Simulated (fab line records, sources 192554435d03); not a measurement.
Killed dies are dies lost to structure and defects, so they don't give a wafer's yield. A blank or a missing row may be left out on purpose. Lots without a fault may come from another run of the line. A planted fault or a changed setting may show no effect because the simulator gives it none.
A struck lot beside a sound one | flow n5_finfet | 14 steps out of a route of 1938
Sound: wafers L348.1, L348.3, L348.4. Struck: wafers L345.3, L345.4, L345.6. The cause comes at the end.
At each step with rows: each side's tool, then ch and its chambers, then its first start. Under that, the readings that differ: sound wafers | struck wafers | difference of the means | sigmas: that difference in standard deviations of wafers without a fault.
alike: readings whose means differ by less than 2 such deviations, and words and numbers that are the same on both sides. not compared: withheld readings, readings that some wafer has no value for, bounds like >300 that may hide the same value, and numbers for which the record gives no deviation and whose values overlap.
The two part at a step that has a row with sigmas, a row that says differs or no value, or rows on one side only. Numbers that don't overlap but have no deviation are shown without sigmas and don't part them. A reading that every wafer of one side lacks parts them only if that side has two wafers or more.

first, 1 step without rows for these wafers: N5_SD_EPI_N_EPI_21 (deposits Si:P, time 690 s).
N5_SD_EPI_N_EPI_MEAS_23:
  sound on film_metro-02, day 8 15:25; struck on film_metro-01, day 7 22:54
  alike: thk_nm
then, 3 steps without rows for these wafers: N5_SD_EPI_N_PRECLEAN_24 (cleans in O3/DIW, time 60 s); N5_SD_EPI_N_SRD_25 (time 30 s); N5_SD_EPI_N_PRECLEAN_49 (cleans in NF3:NH3, afs cycles 1, time 20 s, sublimation time 60 s).
N5_SD_EPI_N_LINER_46: material SiNx, target thk 3 nm.
  sound on ald_sin-01 ch 1,2,3, day 8 16:31; struck on ald_sin-04 ch 0,2,3, day 7 23:12
  alike: heater_power_w, susceptor_temp_C
  not compared: since_wet_clean_h
N5_SD_EPI_N_INSPECT_26: inspects for defects (darkfield).
  sound on defect_inspect-02, day 8 16:46; struck on defect_inspect-02, day 7 23:28
  alike: raw_defect_count
then, 5 steps without rows for these wafers: N5_SD_EPI_P_COAT_34 (time 60 s, resist thk 350 nm); N5_SD_EPI_P_COAT_35 (time 60 s, resist thk 35 nm); N5_SD_EPI_P_COAT_03 (resist thk 150 nm); N5_SD_EPI_P_EBR_05; N5_SD_EPI_P_SOFTBAKE_04 (time 60 s).
N5_SD_EPI_P_EXPOSE_06: exposes mask SD P BLK, target cd 240 nm.
  sound on arfi_scanner-02 ch 0, day 8 16:57; struck on arfi_scanner-02, day 7 23:37
  no value came back on the struck wafers for exposure_dose_mJ_cm2, focus_offset_nm (nm); on the sound wafers exposure_dose_mJ_cm2 reads 39.44 39.42 39.43
  alike: mask
then, 1 step without rows for these wafers: N5_SD_EPI_P_PEB_07 (peb time 60 s).

WHERE THEY PART
Only at N5_SD_EPI_P_EXPOSE_06, within this record.

WHY: what the simulator had put in
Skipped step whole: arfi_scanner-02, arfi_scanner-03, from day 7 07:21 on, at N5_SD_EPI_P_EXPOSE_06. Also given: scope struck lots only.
